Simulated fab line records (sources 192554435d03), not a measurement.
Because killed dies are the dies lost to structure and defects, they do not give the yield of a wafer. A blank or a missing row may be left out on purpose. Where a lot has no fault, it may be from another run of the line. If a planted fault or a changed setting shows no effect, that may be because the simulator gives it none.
fab line records	flow n5-finfet
[record] lots = 7	wafers = 21
route steps=1938 shown BEOL_M10@1509 BEOL_M11@1560 BEOL_M12@1639
start-h: the number of hours between the record's first day and the start of the first shown wafer of the lot	wait-h: how many hours have passed since the lot's step before this one	" same as the row above	L1.1+2: one row covering several wafers at once	- no value present, or no start provided	* or withheld: withheld	< > ~ a bound
route shown NAME@n: NAME is a module with steps in the file, n the number in the route of the first one	usual: mean/standard deviation taken from wafers without a fault	same: alike in all rows	chamber/n: place in a boat	sites: each site's reading	_std_site: how widely they spread, as a standard deviation	_edge_site: the outer-site mean with the inner-site mean subtracted	radius-mm: for every site, how far away it sits from the centre of the wafer	mask NAME#n: copy n	behind: the tool/chamber that last shaped the wafer	hold: the reason the lot was held/the length of the hold in hours/how it ended	device: which transistor (n, p or np) failed to switch	end of line: the tests these same wafers got at the end of their route	a step given without rows: its recipe and nothing more	killed: not the wafer's yield, but the dies lost to structure and defects at the first sort	map: per-die view of a wafer (x killed, . not killed, _ where there is no die)
set.NAME: setting as actually run; set.NAME@STEP: the setting as run at that earlier step	model.NAME: the simulator's own value behind a step, which no gauge read
one table per step and one row per wafer, for lots whose settings were changed on purpose
[[steps]]
[step N5_BEOL_M10_VIA_ETCH_34]
[recipe] chemistry = C4F6/O2	target = SiCOH_lowk	target-depth-a = 1845	mask-material = SOC	taper-deg = 4	time-s = 69.2	ion-energy-ev = 250	pressure-mtorr = 30	source-w = 345	bias-w = 185	Ar_flow_sccm = 300	C4F6_flow_sccm = 10	O2_flow_sccm = 10
lot.wafer	tool	chamber	start-h	wait-h	set.time-s	model.etch.depth-nm
L074.2	rie-diel-04	2	213.49	0.0	69.2	188.2
L074.4	"	0	"	"	59.6	164.4
L074.5	"	2	"	"	69.2	187.4
L079.1	rie-diel-01	3	250.83	0.0	69.2	180.3
L079.2	"	2	"	"	69.2	176.6
L079.6	"	1	"	"	69.2	181.1
L086.2	rie-diel-06	2	299.03	0.0	69.2	188.8
L086.5	"	2	"	"	69.2	188.9
L086.6	"	1	"	"	69.2	192.5
L088.2	rie-diel-04	3	300.66	0.0	69.2	185.2
L088.4	"	3	"	"	69.2	184
L088.6	"	1	"	"	69.2	182.1
L087.1	rie-diel-04	3	308.37	0.0	69.2	181.3
L087.3	"	0	"	"	74.28	202.8
L087.4	"	0	"	"	69.2	188
L090.3	rie-diel-06	2	310.65	0.0	61.94	168.7
L090.5	"	1	"	"	61.94	172.6
L090.6	"	2	"	"	69.2	187.7
L089.1	rie-diel-04	1	318.62	0.0	69.2	182
L089.3	"	3	"	"	69.2	179.9
L089.5	"	1	"	"	69.2	182.8
[step N5_BEOL_M10_TRENCH_ETCH_37]
[recipe] chemistry = C4F6/O2	target-depth-a = 1488.3	target = SiCOH_lowk	time-s = 48	ion-energy-ev = 250	pressure-mtorr = 30	source-w = 345	bias-w = 185	Ar_flow_sccm = 300	C4F6_flow_sccm = 10	O2_flow_sccm = 10
lot.wafer	tool	chamber	start-h	wait-h	set.time-s	model.BEOL_M10.feature-depth-nm	model.etch.depth-nm
L074.2	rie-diel-04	2	-	-	48	150.4	150.5
L074.4	"	0	"	"	48	153.6	153.6
L074.5	"	2	"	"	48	150.8	150.9
L079.1	rie-diel-01	3	-	-	48	146.6	146.6
L079.2	"	2	"	"	48	146.4	146.5
L079.6	"	1	"	"	48	148.6	148.5
L086.2	rie-diel-06	2	-	-	48	152.8	152.8
L086.5	"	2	"	"	48	153	153
L086.6	"	1	"	"	48	156.4	156.4
L088.2	rie-diel-04	3	-	-	48	148.4	148.3
L088.4	"	3	"	"	48	147.2	147.1
L088.6	"	1	"	"	48	147.2	147.3
L087.1	rie-diel-04	3	-	-	39.74	121.2	121.2
L087.3	"	0	"	"	39.74	125	125.1
L087.4	"	0	"	"	48	151.6	151.5
L090.3	rie-diel-06	2	-	-	54.39	174.4	174.4
L090.5	"	1	"	"	48	156.6	156.5
L090.6	"	2	"	"	54.39	173.2	173.3
L089.1	rie-diel-04	1	-	-	40.89	124.2	124.2
L089.3	"	3	"	"	40.89	123.8	123.8
L089.5	"	1	"	"	48	145.2	145.2
[step N5_BEOL_M10_ETCH_41]
[recipe] chemistry = CH3F/O2	target = SiCN	target-depth-a = 426	taper-deg = 2	time-s = 86	ion-energy-ev = 120	mask-material = TiN	pressure-mtorr = 30	source-w = 395	bias-w = 75	Ar_flow_sccm = 150	CH3F_flow_sccm = 30	O2_flow_sccm = 20
[step N5_BEOL_M10_STRIP_77]
[recipe] chemistry = N2/H2	time-s = 10	power-w = 450	temp-c = 40	pressure-mtorr = 20	rf-frequency-hz = 6e+07	bias-power-w = 7	n2-flow-sccm = 200	h2-flow-sccm = 200
[step N5_BEOL_M10_OCD_MEAS_38]
[usual] trench-depth-nm = 149/3.9
lot.wafer	tool	chamber	start-h	wait-h	set.time-s@BEOL_M10_TRENCH_ETCH_37	trench-depth-nm
L074.2	ocd-01	-	213.77	-	48	150
L074.4	"	-	"	"	48	153
L074.5	"	-	"	"	48	151
L079.1	ocd-01	-	251.12	-	48	146
L079.2	"	-	"	"	48	146
L079.6	"	-	"	"	48	149
L086.2	ocd-02	-	299.31	-	48	153
L086.5	"	-	"	"	48	153
L086.6	"	-	"	"	48	156
L088.2	ocd-02	-	300.95	-	48	149
L088.4	"	-	"	"	48	147
L088.6	"	-	"	"	48	147
L087.1	ocd-01	-	308.65	-	39.74	121
L087.3	"	-	"	"	39.74	125
L087.4	"	-	"	"	48	152
L090.3	ocd-02	-	310.94	-	54.39	174
L090.5	"	-	"	"	48	157
L090.6	"	-	"	"	54.39	173
L089.1	ocd-01	-	318.91	-	40.89	124
L089.3	"	-	"	"	40.89	124
L089.5	"	-	"	"	48	145
[step N5_BEOL_M10_HM_STRIP_39]
[recipe] chemistry = peroxide-tin-strip	material = TiN	target-depth-a = 250	temp-c = 50	time-s = 158
[step N5_BEOL_M10_SRD_40]
[recipe] time-s = 30	temp-c = 23	rinse-liquid = diw	dry = ipa-marangoni
[step N5_BEOL_M10_ECD_50]
[recipe] material = Cu	target-thk-a = 3180
[step N5_BEOL_M10_ANNEAL_51]
[recipe] temp-c = 225	time-s = 90	ambient = N2
[step N5_BEOL_M10_CMP_52]
[recipe] stop-on = SiCOH_lowk	t-overpolish-s = 7	down-force-psi = 1	platen-rpm = 50	clearing-platen-down-force-psi = 1.5	clearing-platen-rpm = 50	post-cmp-clean = cu-alkaline	target-thk-nm = 140	clearing-platen-pad-velocity-m-s = 0.99484	pad-velocity-m-s = 0.99484
lot.wafer	tool	chamber	start-h	wait-h	set.time-s@BEOL_M10_TRENCH_ETCH_37	model.Cu_of_BEOL_M10_ECD_50.thk-nm
L074.4	cmp-02	3	215.97	0.2	48	146.2
L074.2	"	1	"	"	48	143.2
L074.5	"	2	"	"	48	144.8
L079.2+1	cmp-03	1,2	253.50	0.3	48	138.6
L079.6	"	1	"	"	48	140.4
L086.2	cmp-01	2	301.95	0.4	48	145.2
L086.5	"	3	"	"	48	145
L086.6	"	0	"	"	48	148.2
L088.4	cmp-03	1	303.40	0.2	48	138.4
L088.2	"	2	"	"	48	138.6
L088.6	"	0	"	"	48	140
L087.1	cmp-01	1	310.59	0.3	39.74	113.4
L087.4	"	2	"	"	48	142.8
L087.3	"	0	"	"	39.74	116.2
L090.3	cmp-02	1	313.96	0.3	54.39	169.2
L090.6	"	2	"	"	54.39	167.8
L090.5	"	3	"	"	48	150.4
L089.1	cmp-02	2	321.63	0.3	40.89	117.8
L089.3	"	3	"	"	40.89	116.8
L089.5	"	1	"	"	48	139.4
[step N5_BEOL_M10_THK_MEAS_53]
[recipe] thk-meas-gauge = xrf	reads = Cu_of_BEOL_M10_ECD_50
[usual] M10_THK = 143/4.2
lot.wafer	tool	chamber	start-h	wait-h	set.time-s@BEOL_M10_TRENCH_ETCH_37	M10_THK[nm]
L074.2	film-metro-01	-	216.23	-	48	147
L074.4	"	-	"	"	48	150
L074.5	"	-	"	"	48	148
L079.1	film-metro-02	-	253.75	-	48	140
L079.2	"	-	"	"	48	140
L079.6	"	-	"	"	48	142
L086.2	film-metro-02	-	302.13	-	48	146
L086.5	"	-	"	"	48	146
L086.6	"	-	"	"	48	150
L088.2	film-metro-02	-	303.66	-	48	140
L088.4	"	-	"	"	48	140
L088.6	"	-	"	"	48	141
L087.1	film-metro-02	-	310.88	-	39.74	113
L087.3	"	-	"	"	39.74	116
L087.4	"	-	"	"	48	143
L090.3	film-metro-02	-	314.14	-	54.39	171
L090.5	"	-	"	"	48	152
L090.6	"	-	"	"	54.39	169
L089.1	film-metro-02	-	321.85	-	40.89	119
L089.3	"	-	"	"	40.89	118
L089.5	"	-	"	"	48	141
[step N5_BEOL_M10_PRE_CLEAN_55]
[recipe] gas = NH3	time-s = 15	temp-c = withheld	rf-power-w = 300
[step N5_BEOL_M10_DEP_56]
[recipe] material = SiCN	target-thk-a = 150	temp-c = withheld	precursor = 3MS/NH3	pressure-torr = 3	rf-w = 202	time-s = 26.5
[step N5_BEOL_M10_RS_MEAS_57]
[recipe] thk-meas-gauge = four-point-probe	reads = Cu_of_BEOL_M10_ECD_50+Co_of_BEOL_M10_CVD_75+TaN_of_BEOL_M10_ALD_74
[usual] M10_RS = 0.150/0.0047
lot.wafer	tool	chamber	start-h	wait-h	set.time-s@BEOL_M10_TRENCH_ETCH_37	M10_RS[ohm/sq]
L074.2	film-metro-02	-	216.40	0.1	48	0.147
L074.4	"	-	"	"	48	0.144
L074.5	"	-	"	"	48	0.145
L079.1	film-metro-02	-	253.89	0.1	48	0.153
L079.2	"	-	"	"	48	0.153
L079.6	"	-	"	"	48	0.151
L086.2	film-metro-02	-	302.27	0.1	48	0.145
L086.5	"	-	"	"	48	0.145
L086.6	"	-	"	"	48	0.142
L088.2	film-metro-02	-	303.79	0.1	48	0.153
L088.4	"	-	"	"	48	0.153
L088.6	"	-	"	"	48	0.151
L087.1	film-metro-02	-	311.02	0.1	39.74	0.191
L087.3	"	-	"	"	39.74	0.186
L087.4	"	-	"	"	48	0.148
L090.3	film-metro-02	-	314.28	0.1	54.39	0.123
L090.5	"	-	"	"	48	0.139
L090.6	"	-	"	"	54.39	0.124
L089.1	film-metro-02	-	321.99	0.1	40.89	0.183
L089.3	"	-	"	"	40.89	0.185
L089.5	"	-	"	"	48	0.152
[step N5_BEOL_M11_COAT_63]
[recipe] resist = SOC	temp-c = 250	time-s = 60	spin-rpm = 1500	resist-thk-nm = 100
lot.wafer	tool	chamber	start-h	wait-h	set.spin-rpm	model.SOC_of_BEOL_M11_COAT_63.thk-nm
L074.2+5	litho-track-04	0	222.18	2.6	1362	105.4
L074.4	"	0	"	"	1500	100.2
L079.1+2	litho-track-02	0	259.15	0.1	1586	97.6
L079.6	"	0	"	"	1500	100.4
L086.2	litho-track-03	0	307.82	1.2	1500	100.2
L086.5+6	"	0	"	"	1386	104.2
L088.2	litho-track-04	0	307.83	0.7	1500	100.6
L088.4+6	"	0	"	"	1500	100.4
L087.1	litho-track-04	0	317.78	3.7	1549	99
L087.3	"	0	"	"	1500	100.2
L087.4	"	0	"	"	1500	100
L090.3	litho-track-03	0	322.26	2.0	1379	104.2
L090.5	"	0	"	"	1500	99.8
L090.6	"	0	"	"	1500	99.6
L089.1	litho-track-02	0	324.62	0.0	1621	96.2
L089.3	"	0	"	"	1500	99.8
L089.5	"	0	"	"	1621	95.8
[step N5_BEOL_M11_COAT_22]
[recipe] resist = CAR-ArF	spin-rpm = 1500	resist-thk-nm = 90
lot.wafer	tool	chamber	start-h	wait-h	set.spin-rpm	model.CAR-ArF_of_BEOL_M11_COAT_22.thk-nm
L074.2+4+5	litho-track-04	0	-	-	1500	89.8
L079.1+6	litho-track-02	0	-	-	1403	93
L079.2	"	0	"	"	1403	93.2
L086.2	litho-track-03	0	-	-	1500	89.8
L086.5	"	0	"	"	1648	85.8
L086.6	"	0	"	"	1500	90.2
L088.2+4	litho-track-04	0	-	-	1500	90
L088.6	"	0	"	"	1500	90.2
L087.1	litho-track-04	0	-	-	1420	92.6
L087.3	"	0	"	"	1500	90
L087.4	"	0	"	"	1420	92.4
L090.3	litho-track-03	0	-	-	1500	89.8
L090.5+6	"	0	"	"	1661	85.4
L089.1	litho-track-02	0	-	-	1370	94.2
L089.3+5	"	0	"	"	1500	90.2
[step N5_BEOL_M11_EBR_24]
[recipe] solvent = PGMEA	ebr-width-mm = 1.5
[step N5_BEOL_M11_SOFTBAKE_23]
[recipe] temp-c = 110	time-s = 60	resist = CAR-ArF
[step N5_BEOL_M11_EXPOSE_25]
[recipe] mask-id = V10	na = 1.35	source-shape = annular	sigma-inner = 0.5	sigma-outer = 0.8	polarization = unpolarized	dose-mj = 85.5
[step N5_BEOL_M11_PEB_26]
[recipe] peb-temp-c = withheld	peb-time-s = 60	resist = CAR-ArF
[step N5_BEOL_M11_DEVELOP_27]
[recipe] develop-time-s = 30	developer = TMAH	resist = CAR-ArF	rinse-liquid = diw	dry = air-spin	dev-temp-c = 23
lot.wafer	tool	chamber	start-h	wait-h	set.spin-rpm@BEOL_M11_COAT_22	model.CAR-ArF_of_BEOL_M11_COAT_22.thk-nm
L074.2+4	litho-track-02	0	-	-	1500	88
L074.5	"	0	"	"	1500	88.2
L079.1	litho-track-04	0	-	-	1403	91.4
L079.2	"	0	"	"	1403	91.6
L079.6	"	0	"	"	1403	91.2
L086.2	litho-track-03	0	-	-	1500	88.2
L086.5	"	0	"	"	1648	84
L086.6	"	0	"	"	1500	88.6
L088.2+4	litho-track-03	0	-	-	1500	88.2
L088.6	"	0	"	"	1500	88.6
L087.1	litho-track-04	0	-	-	1420	91
L087.3	"	0	"	"	1500	88.2
L087.4	"	0	"	"	1420	90.8
L090.3	litho-track-02	0	-	-	1500	88
L090.5	"	0	"	"	1661	83.8
L090.6	"	0	"	"	1661	83.6
L089.1	litho-track-04	0	-	-	1370	92.4
L089.3	"	0	"	"	1500	88.6
L089.5	"	0	"	"	1500	88.4
[step N5_BEOL_M11_DESCUM_33]
[recipe] chemistry = O2	time-s = 7.9	source-power-w = 50	bias-power-w = 20	pressure-mtorr = 20	rf-frequency-hz = 2.712e+07	temp-c = 40	resist = CAR-ArF	o2-flow-sccm = 225
[step N5_BEOL_M11_ETCH_65]
[recipe] chemistry = CF4	target = SiARC	target-depth-a = 390	mask-material = CAR-ArF	time-s = 65	ion-energy-ev = 80	pressure-mtorr = 40	source-w = 545	bias-w = 36	Ar_flow_sccm = 100	cf4-flow-sccm = 100	ends = cleared
[step N5_BEOL_M11_ETCH_66]
[recipe] chemistry = N2/H2	target = SOC	target-depth-a = 1200	overetch-a = 240	mask-material = SiARC	temp-c = 40	time-s = 180	ion-energy-ev = 200	pressure-mtorr = 30	source-w = 840	bias-w = 150	n2-flow-sccm = 200	h2-flow-sccm = 200
lot.wafer	tool	chamber	start-h	wait-h	set.spin-rpm@BEOL_M11_COAT_63	model.etch.depth-nm
L074.2+5	rie-diel-05	1,2	222.77	0.0	1362	105.4
L074.4	"	1	"	"	1500	100.3
L079.1	rie-diel-02	1	259.84	0.0	1586	97.52
L079.2	"	0	"	"	1586	97.59
L079.6	"	2	"	"	1500	100.3
L086.2	rie-diel-05	1	308.24	0.0	1500	100.3
L086.5	"	0	"	"	1386	104.3
L086.6	"	1	"	"	1386	104.2
L088.2	rie-diel-03	0	308.58	0.0	1500	100.7
L088.4+6	"	3,0	"	"	1500	100.4
L087.1	rie-diel-05	0	318.34	0.0	1549	98.96
L087.3	"	3	"	"	1500	100.2
L087.4	"	1	"	"	1500	99.99
L090.3	rie-diel-02	2	322.69	0.0	1379	104.2
L090.5	"	1	"	"	1500	99.75
L090.6	"	2	"	"	1500	99.61
L089.1	rie-diel-02	3	325.61	0.0	1621	96.26
L089.3	"	2	"	"	1500	99.85
L089.5	"	1	"	"	1621	95.84
[step N5_BEOL_M11_STRIP_69]
[recipe] chemistry = N2/H2	temp-c = 40	n2-flow-sccm = 200	h2-flow-sccm = 200	rf-frequency-hz = 6e+07
[step N5_BEOL_M11_VIA_ETCH_34]
[recipe] chemistry = C4F6/O2	target = SiCOH_lowk	target-depth-a = 1845	mask-material = SOC	taper-deg = 4	time-s = 69.2	ion-energy-ev = 250	pressure-mtorr = 30	source-w = 345	bias-w = 185	Ar_flow_sccm = 300	C4F6_flow_sccm = 10	O2_flow_sccm = 10
lot.wafer	tool	chamber	start-h	wait-h	set.spin-rpm@BEOL_M11_COAT_63	model.SOC_of_BEOL_M11_COAT_63.thk-nm
L074.2	rie-diel-05	1	222.89	0.0	1362	97.6
L074.4	"	1	"	"	1500	92.6
L074.5	"	2	"	"	1362	97.2
L079.1	rie-diel-02	1	259.97	0.0	1586	89.6
L079.2	"	0	"	"	1586	89.2
L079.6	"	2	"	"	1500	92.4
L086.2	rie-diel-05	1	308.37	0.0	1500	92.8
L086.5	"	0	"	"	1386	96.2
L086.6	"	1	"	"	1386	96.6
L088.2	rie-diel-03	0	308.70	0.0	1500	92.6
L088.4	"	3	"	"	1500	92.4
L088.6	"	0	"	"	1500	92.2
L087.1	rie-diel-05	0	318.46	0.0	1549	90.8
L087.3	"	3	"	"	1500	91.8
L087.4	"	1	"	"	1500	92.4
L090.3	rie-diel-02	2	322.81	0.0	1379	96.2
L090.5	"	1	"	"	1500	91.8
L090.6	"	2	"	"	1500	91.6
L089.1	rie-diel-02	3	325.73	0.0	1621	88.2
L089.3	"	2	"	"	1500	91.8
L089.5	"	1	"	"	1621	87.8
[step N5_BEOL_M12_TRENCH_ETCH_34]
[recipe] chemistry = C4F8/O2/Ar	target = SiOC	target-depth-a = 3189.5	mask-material = SOC	pressure-mtorr = 30	source-w = 3000	bias-w = 700	Ar_flow_sccm = 400	C4F8_flow_sccm = 15	O2_flow_sccm = 8	he-inner-torr = 15	he-outer-torr = 30	time-s = 125.5	ion-energy-ev = 250
lot.wafer	tool	chamber	start-h	wait-h	set.time-s	model.etch.depth-nm
L074.2	rie-diel-06	2	227.66	0.0	125.5	323
L074.4	"	2	"	"	125.5	323.3
L074.5	"	0	"	"	145.6	366.8
L079.1	rie-diel-04	3	265.56	0.0	125.5	309.8
L079.2	"	1	"	"	125.5	313.5
L079.6	"	3	"	"	99.88	246.6
L086.2	rie-diel-04	2	313.33	0.0	125.5	317.7
L086.5	"	2	"	"	125.5	316.5
L086.6	"	0	"	"	125.5	322.5
L088.2	rie-diel-01	1	313.49	0.0	125.5	317.9
L088.4	"	0	"	"	125.5	313.6
L088.6	"	1	"	"	125.5	315.7
L087.1	rie-diel-04	3	324.97	0.0	125.5	308.2
L087.3	"	0	"	"	125.5	321.6
L087.4	"	1	"	"	146.9	373.7
L090.3	rie-diel-06	0	328.01	0.0	125.5	307.7
L090.5	"	2	"	"	125.5	315.8
L090.6	"	3	"	"	125.5	311.5
L089.1	rie-diel-04	2	330.41	0.0	140.3	357.1
L089.3	"	3	"	"	140.3	344.4
L089.5	"	2	"	"	125.5	318.5
[step N5_BEOL_M12_STRIP_70]
[recipe] chemistry = C4F8/O2/Ar	resist = SiARC	rf-frequency-hz = 6e+07
[step N5_BEOL_M12_OCD_MEAS_35]
[usual] trench-depth-nm = 318/5.7
lot.wafer	tool	chamber	start-h	wait-h	set.time-s@BEOL_M12_TRENCH_ETCH_34	trench-depth-nm
L074.2	ocd-02	-	227.82	0.0	125.5	323
L074.4	"	-	"	"	125.5	323
L074.5	"	-	"	"	145.6	367
L079.1	ocd-02	-	265.72	0.0	125.5	309
L079.2	"	-	"	"	125.5	314
L079.6	"	-	"	"	99.88	246
L086.2	ocd-01	-	313.49	0.0	125.5	318
L086.5	"	-	"	"	125.5	316
L086.6	"	-	"	"	125.5	322
L088.2	ocd-02	-	313.64	0.0	125.5	317
L088.4	"	-	"	"	125.5	314
L088.6	"	-	"	"	125.5	316
L087.1	ocd-01	-	325.12	0.0	125.5	308
L087.3	"	-	"	"	125.5	322
L087.4	"	-	"	"	146.9	374
L090.3	ocd-02	-	328.17	0.0	125.5	308
L090.5	"	-	"	"	125.5	316
L090.6	"	-	"	"	125.5	312
L089.1	ocd-01	-	330.56	0.0	140.3	357
L089.3	"	-	"	"	140.3	344
L089.5	"	-	"	"	125.5	318
[[key]]
[split] step = N5_BEOL_M10_VIA_ETCH_34	setting = time-s	stated = 69.2	by = wafer
[response] step = N5_BEOL_M10_VIA_ETCH_34	reading = model.etch.depth-nm	change = +1.79	per = 1%	r = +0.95
[split] step = N5_BEOL_M10_TRENCH_ETCH_37	setting = time-s	stated = 48	by = wafer
[response] step = N5_BEOL_M10_TRENCH_ETCH_37	reading = model.BEOL_M10.feature-depth-nm	change = +1.49	per = 1%	r = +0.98
[response] step = N5_BEOL_M10_TRENCH_ETCH_37	reading = model.etch.depth-nm	change = +1.49	per = 1%	r = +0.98
[response] step = N5_BEOL_M10_OCD_MEAS_38	reading = trench-depth-nm	change = +1.5	per = 1%	r = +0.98
[response] step = N5_BEOL_M10_CMP_52	reading = model.Cu_of_BEOL_M10_ECD_50.thk-nm	change = +1.52	per = 1%	r = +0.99
[response] step = N5_BEOL_M10_THK_MEAS_53	reading = M10_THK	change = +1.53	per = 1%	r = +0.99
[response] step = N5_BEOL_M10_RS_MEAS_57	reading = M10_RS	change = -0.00201	per = 1%	r = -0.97
[split] step = N5_BEOL_M11_COAT_63	setting = spin-rpm	stated = 1500	by = wafer
[response] step = N5_BEOL_M11_COAT_63	reading = model.SOC_of_BEOL_M11_COAT_63.thk-nm	change = -0.522	per = 1%	r = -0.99
[response] step = N5_BEOL_M11_ETCH_66	reading = model.etch.depth-nm	change = -0.517	per = 1%	r = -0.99
[response] step = N5_BEOL_M11_VIA_ETCH_34	reading = model.SOC_of_BEOL_M11_COAT_63.thk-nm	change = -0.506	per = 1%	r = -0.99
[split] step = N5_BEOL_M11_COAT_22	setting = spin-rpm	stated = 1500	by = wafer
[response] step = N5_BEOL_M11_COAT_22	reading = model.CAR-ArF_of_BEOL_M11_COAT_22.thk-nm	change = -0.432	per = 1%	r = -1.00
[response] step = N5_BEOL_M11_DEVELOP_27	reading = model.CAR-ArF_of_BEOL_M11_COAT_22.thk-nm	change = -0.436	per = 1%	r = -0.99
[split] step = N5_BEOL_M12_TRENCH_ETCH_34	setting = time-s	stated = 125.5	by = wafer
[response] step = N5_BEOL_M12_TRENCH_ETCH_34	reading = model.etch.depth-nm	change = +3.09	per = 1%	r = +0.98
[response] step = N5_BEOL_M12_OCD_MEAS_35	reading = trench-depth-nm	change = +3.11	per = 1%	r = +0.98
